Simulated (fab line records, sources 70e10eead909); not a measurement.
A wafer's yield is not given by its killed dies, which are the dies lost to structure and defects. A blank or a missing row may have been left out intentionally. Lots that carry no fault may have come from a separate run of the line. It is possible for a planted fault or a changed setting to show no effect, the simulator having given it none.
Matching of chambers    flow nandHarc    rieDiel-01 running NHARC_A_CONTACT_DESCUM_47: 4 sister chambers
The step chemistry O2, time 3 s. 4 wafers are shown with their chamber, then 7 later ones without.

WAFERS PAIRED WITH THEIR CHAMBERS
wafer   chamber  drypumpMotorCurrentA (A)
L809.4  1        6.3
L809.5  3        5.4
L820.1  0        5.0
L820.3  2        5.7

WAFERS WITH NO CHAMBER GIVEN
wafer   drypumpMotorCurrentA (A)
L820.4  6.4
L823.2  6.4
L823.4  5.4
L823.6  6.4
L822.1  5.7
L822.2  5.4
L822.3  6.3

WHICH CHAMBER EACH WENT THROUGH
wafer   from the rows above  in truth
L820.4  1                    1
L823.2  1                    1
L823.4  3                    3
L823.6  1                    1
L822.1  2                    2
L822.2  3                    3
L822.3  1                    1
Correct placement for 7 of the 7. Left unplaced by these rows: 0. Wrongly placed: 0.
How it was worked out, from the rows above alone: a wafer's distance from a chamber is the root of the sum, over the readings, of the square of ((its reading less the chamber's mean) divided by the reading's scatter). The wafer belongs to the nearest chamber; if the next one is less than 2 further off, it can't be placed. For every chamber, the mean is computed from those of its wafers that are shown. The scatter: with one shown wafer a chamber, the root of the mean of the squares of how far each hidden wafer lies from its nearest shown one.
